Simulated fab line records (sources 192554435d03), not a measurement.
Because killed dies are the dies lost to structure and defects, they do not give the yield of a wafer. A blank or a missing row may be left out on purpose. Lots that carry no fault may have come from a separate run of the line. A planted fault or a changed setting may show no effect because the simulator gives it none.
A lot that was struck, set against a sound lot | flow n5 finfet | 13 steps out of a route of 1938
Sound: the wafers L278.3, L278.4, L278.5. Wafers L289.2, L289.3 were the ones struck. The cause is given at the end.
Each step with rows lists, per side, the tool, then ch with its chambers, then its first start. Under that, the readings that differ: sound wafers | struck wafers | difference of the means | sigmas: that difference in standard deviations of wafers without a fault.
alike: same words and numbers on both sides, and readings whose means sit less than 2 such deviations apart. not compared: any withheld reading, any reading some wafer has no value for, any bound like >300 that may hide the same value, and any number with overlapping values for which the record gives no deviation.
A row with sigmas, a row that says differs or no value, or rows on one side alone: a step with any of these is where the two part. When numbers do not overlap yet have no deviation, they are printed without sigmas and do not part them. A reading missing from all wafers of one side parts the sides only when that side holds two or more wafers.

N5_MOL_CONTACT_COAG_SPUTTER_143: material Co, target thk 2.5 nm.
  struck on pvd sputter-03, day 8 09:33; sound on pvd sputter-02, day 5 21:08
  alike: chamber pressure pa, throttle valve pct
N5_MOL_CONTACT_COAG_CO_FILL_22: material Co, precursor CCTBA/H2, target thk 20 nm.
  sound on cvd co-01 ch 0,2, day 5 21:42; struck on cvd co-01 ch 1,2, day 8 09:40
  alike: chamber pressure Torr, heater power outer w, heater power w
N5_MOL_CONTACT_COAG_ANNEAL_113: time 300 s.
  sound on rtp anneal-01 ch 0, day 5 22:37; struck on rtp anneal-01 ch 0, day 8 10:26
  alike: lamp power pct, lamp_zone_4_pct, lamp_zone_7_pct, wafer_temp_C_max
then, 4 steps without rows for these wafers: N5_MOL_CONTACT_COAG_PRE_CLEAN_142 (time 60 s); N5_MOL_CONTACT_COAG_SPUTTER_130 (material Co, target thk 47.5 nm); N5_MOL_CONTACT_COAG_PRECLEAN_125 (cleans in DIW, time 57.5 s); N5_MOL_CONTACT_COAG_SRD_126 (dry time 32 s).
N5_MOL_CONTACT_COAG_CMP_23: polishes, stops on SiO2, t overpolish 1.5 s, target thk 0 nm.
  sound on cmp-03 ch 1,3, day 6 00:06; struck on cmp-04 ch 0,3, day 8 11:38
  alike: head pressure psi, motor current A, overpolish run s, platen rpm, time to endpoint s
then, 2 steps without rows for these wafers: N5_MOL_CONTACT_COAG_WET_ETCH_26 (target Co, target depth 13 nm); N5_MOL_CONTACT_COAG_WET_ETCH_116 (etches the open film in SC1-inhibited, target depth 4.6 nm, rinse time 30 s).
N5_MOL_CONTACT_COAG_ALD_27: deposits SiOC, target thk 17 nm, pulse time 1.5 s, time 2720 s.
  sound on ald sin-02 ch 1,2,3, day 6 01:08; struck on ald sin-04 ch 2,3, day 8 12:25
  reading                                           | sound                | struck        | difference | sigmas
  ald cycles                                        | 340 340 340          | 494 494       | +154       |
  run length s (s)                                  | 2770.4 2770.5 2771.0 | 4000.8 4000.7 | +1230.1    | +99 or more
  time s (s)                                        | 2720 2720 2720       | 3952 3952     | +1232      |
  model.SiOC_of_MOL_CONTACT_COAG_ALD_27.thk nm (nm) | 17 17 17.2           | 24.8 24.6     | +7.6       |
  alike: chamber pressure Torr, heater power outer w, heater power w, precursor pulse height rel
N5_MOL_CONTACT_COAG_CMP_28: polishes, stops on SiNx, t overpolish 0.85 s, target thk 14.522 nm.
  sound on cmp-04 ch 1,2, day 6 02:42; struck on cmp-03 ch 1,3, day 8 14:02
  alike: head pressure psi, motor current A, platen rpm
next, for these wafers, 1 step has no rows: N5_PASSIVATION_PROBE_49.

## WHERE THEY PART
N5_MOL_CONTACT_COAG_ALD_27 only, going by this record. Later steps at which nothing parts them and some readings are alike: N5_MOL_CONTACT_COAG_CMP_28.

WHY: what had been put in by the simulator
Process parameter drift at N5_MOL_CONTACT_COAG_ALD_27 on ald sin-04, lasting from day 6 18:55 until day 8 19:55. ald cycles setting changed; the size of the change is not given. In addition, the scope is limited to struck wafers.
